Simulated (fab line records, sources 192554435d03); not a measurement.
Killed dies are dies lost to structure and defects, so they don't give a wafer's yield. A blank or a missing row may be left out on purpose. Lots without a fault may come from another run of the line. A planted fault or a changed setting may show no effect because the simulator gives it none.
Which tool did it? | flow n5_finfet | 10 lots, 30 wafers sampled, at 3 steps of a route of 1938

WHAT THE GAUGES READ, wafer by wafer
N5_BEOL_M4_RC_MEAS_101. Usual: DIBL_N 36.8 mV/V, standard deviation 2.1; DIBL_P 37.1 mV/V, standard deviation 2.2; IOFF_N 0.18 nA/um, standard deviation 0.037; IOFF_P 0.23 nA/um, standard deviation 0.041; ION_N 682 uA/um, standard deviation 13; ION_P 467 uA/um, standard deviation 8.6; SS_N 71.7 mV/dec, standard deviation 0.61; SS_P 73.5 mV/dec, standard deviation 0.6; VT_N 248 mV, standard deviation 3.4; VT_P -249 mV, standard deviation 3.5.
lot  | measured     | on        | DIBL_N (mV/V)  | DIBL_P (mV/V)  | IOFF_N (nA/um) | IOFF_P (nA/um) | ION_N (uA/um) | ION_P (uA/um) | SS_N (mV/dec)  | SS_P (mV/dec)  | VT_N (mV)   | VT_P (mV)      | flag
L759 | day 8 14:21  | prober-02 | 36.5 36.7 35.4 | 36.6 36.8 34.2 | 0.16 0.17 0.14 | 0.21 0.21 0.17 | 678 674 673   | 466 460 455   | 71.6 71.4 70.7 | 73.2 73.2 72.6 | 245 249 251 | -252 -250 -252 |
L758 | day 8 14:53  | prober-01 | 33.7 32.8 34.0 | 35.1 33.8 34.8 | 0.12 0.10 0.12 | 0.17 0.15 0.16 | 662 649 662   | 457 440 452   | 70.5 70.6 70.7 | 72.7 72.9 72.3 | 252 257 253 | -252 -256 -257 |
L760 | day 8 20:50  | prober-02 | 32.2 32.3 34.1 | 32.8 32.7 34.5 | 0.13 0.13 0.16 | 0.18 0.18 0.21 | 668 678 683   | 461 466 470   | 70.8 70.5 71.5 | 72.8 72.8 73.6 | 250 253 248 | -250 -249 -250 |
L761 | day 9 08:34  | prober-01 | 41.3 43.3 42.2 | 39.9 42.7 40.4 | 0.26 0.29 0.26 | 0.28 0.34 0.28 | 677 697 691   | 464 470 465   | 73.4 73.4 72.7 | 75.0 75.1 74.4 | 244 242 244 | -247 -244 -250 |
L762 | day 9 13:36  | prober-01 | 37.9 37.7 36.2 | 37.5 38.5 37.0 | 0.18 0.18 0.14 | 0.21 0.22 0.19 | 657 675 659   | 445 456 449   | 72.1 71.6 71.4 | 73.3 73.6 72.8 | 250 247 253 | -250 -253 -251 |
L763 | day 9 16:19  | prober-02 | 37.2 38.1 37.9 | 37.9 38.0 38.0 | 0.22 0.22 0.22 | 0.30 0.31 0.30 | 689 677 686   | 476 473 475   | 71.4 72.2 72.5 | 74.1 73.8 73.9 | 240 242 241 | -243 -241 -246 |
L770 | day 11 18:45 | prober-01 | 37.0 39.0 37.1 | 38.9 41.8 39.0 | 0.18 0.23 0.18 | 0.23 0.29 0.24 | 699 709 698   | 478 483 474   | 72.2 72.1 72.0 | 72.7 74.3 73.5 | 248 243 247 | -246 -248 -246 |
L771 | day 11 21:02 | prober-02 | 36.6 36.9 35.4 | 37.9 39.6 36.9 | 0.17 0.19 0.15 | 0.22 0.25 0.20 | 674 692 673   | 456 473 465   | 72.2 71.8 71.9 | 73.4 74.1 74.0 | 246 243 248 | -251 -247 -251 |
L776 | day 13 06:46 | prober-02 | 38.5 34.8 36.3 | 39.1 34.6 36.2 | 0.22 0.14 0.18 | 0.26 0.18 0.21 | 699 669 696   | 473 467 472   | 71.3 70.4 70.7 | 75.0 73.3 73.9 | 245 253 247 | -248 -249 -251 |
L778 | day 13 08:25 | prober-01 | 35.1 35.8 37.7 | 37.3 37.5 41.0 | 0.16 0.16 0.22 | 0.20 0.20 0.26 | 677 684 690   | 466 464 468   | 70.8 71.4 71.8 | 72.6 73.9 74.3 | 249 250 247 | -250 -250 -248 |

N5_BEOL_M15_INSPECT_55: inspects for defects (darkfield). Usual: raw_defect_count 68, standard deviation 23.
lot  | measured     | on                | raw_defect_count | flag
L759 | day 12 06:06 | defect_inspect-01 | 83 102 75        |
L758 | day 12 01:53 | defect_inspect-02 | 79 86 54         |
L760 | day 12 14:02 | defect_inspect-02 | 104 91 68        |
L761 | day 13 03:50 | defect_inspect-01 | 39 67 68         |
L762 | day 13 10:05 | defect_inspect-02 | 105 91 96        |
L763 | day 13 16:38 | defect_inspect-01 | 30 90 53         |
L770 | day 15 14:01 | defect_inspect-01 | 86 46 73         |
L771 | day 15 13:42 | defect_inspect-02 | 60 71 63         |
L776 | day 16 20:31 | defect_inspect-01 | 74 65 89         |
L778 | day 17 12:48 | defect_inspect-01 | 87 45 38         |

WHICH TOOL RAN EACH LOT (tool, then ch and the chambers of the sampled wafers, then the start)
lot  | N5_BEOL_M15_SPUTTER_43
L759 | pvd_sputter-02, day 12 04:43
L758 | pvd_sputter-01, day 12 00:26
L760 | pvd_sputter-03, day 12 12:46
L761 | pvd_sputter-02, day 13 02:34
L762 | pvd_sputter-02, day 13 08:00
L763 | pvd_sputter-01, day 13 15:23
L770 | pvd_sputter-03, day 15 12:46
L771 | pvd_sputter-02, day 15 12:26
L776 | pvd_sputter-01, day 16 19:15
L778 | pvd_sputter-01, day 17 10:50
- N5_BEOL_M15_SPUTTER_43: material TaN, target thk 15 nm, time 24.19 s.

WHAT THE TOOLS THEMSELVES READ (means of the sampled wafers that have a number; where no wafer has one, the mark that the record gives instead)
N5_BEOL_M15_SPUTTER_43. Usual: cathode_dc_power_W 15000 W, standard deviation 2.7; throttle_valve_pct 30.1 %, standard deviation 0.97.
lot  | tool           | cathode_dc_power_W (W) | throttle_valve_pct (%) | flag
L759 | pvd_sputter-02 | 15002                  | 29.0                   |
L758 | pvd_sputter-01 | 14999                  | 31.3                   |
L760 | pvd_sputter-03 | 15003                  | 30.0                   |
L761 | pvd_sputter-02 | 14997                  | 29.5                   |
L762 | pvd_sputter-02 | 15003                  | 30.1                   |
L763 | pvd_sputter-01 | 15002                  | 31.4                   |
L770 | pvd_sputter-03 | 15000                  | 30.2                   |
L771 | pvd_sputter-02 | 15001                  | 29.9                   |
L776 | pvd_sputter-01 | 15001                  | 30.6                   |
L778 | pvd_sputter-01 | 15002                  | 31.5                   |

THE ANSWER, worked out from the rows above alone
Rule: a lot is off if the mean of its wafers that have a number lies more than 3 standard deviations from the usual mean. A lot without any number at a reading at which 4 lots or more have one is off too. The other lots that the step has rows for count as sound. The gauges are gone through in route order, then the tools' own readings, and for those a lot's mean is taken as printed above. The first step at which some lot is off is used, and at that step the reading that is off furthest; a lot without a number counts as furthest.
No lot is off at any reading shown: from this, nothing can be told.

WHAT THE SIMULATOR HAD PUT IN
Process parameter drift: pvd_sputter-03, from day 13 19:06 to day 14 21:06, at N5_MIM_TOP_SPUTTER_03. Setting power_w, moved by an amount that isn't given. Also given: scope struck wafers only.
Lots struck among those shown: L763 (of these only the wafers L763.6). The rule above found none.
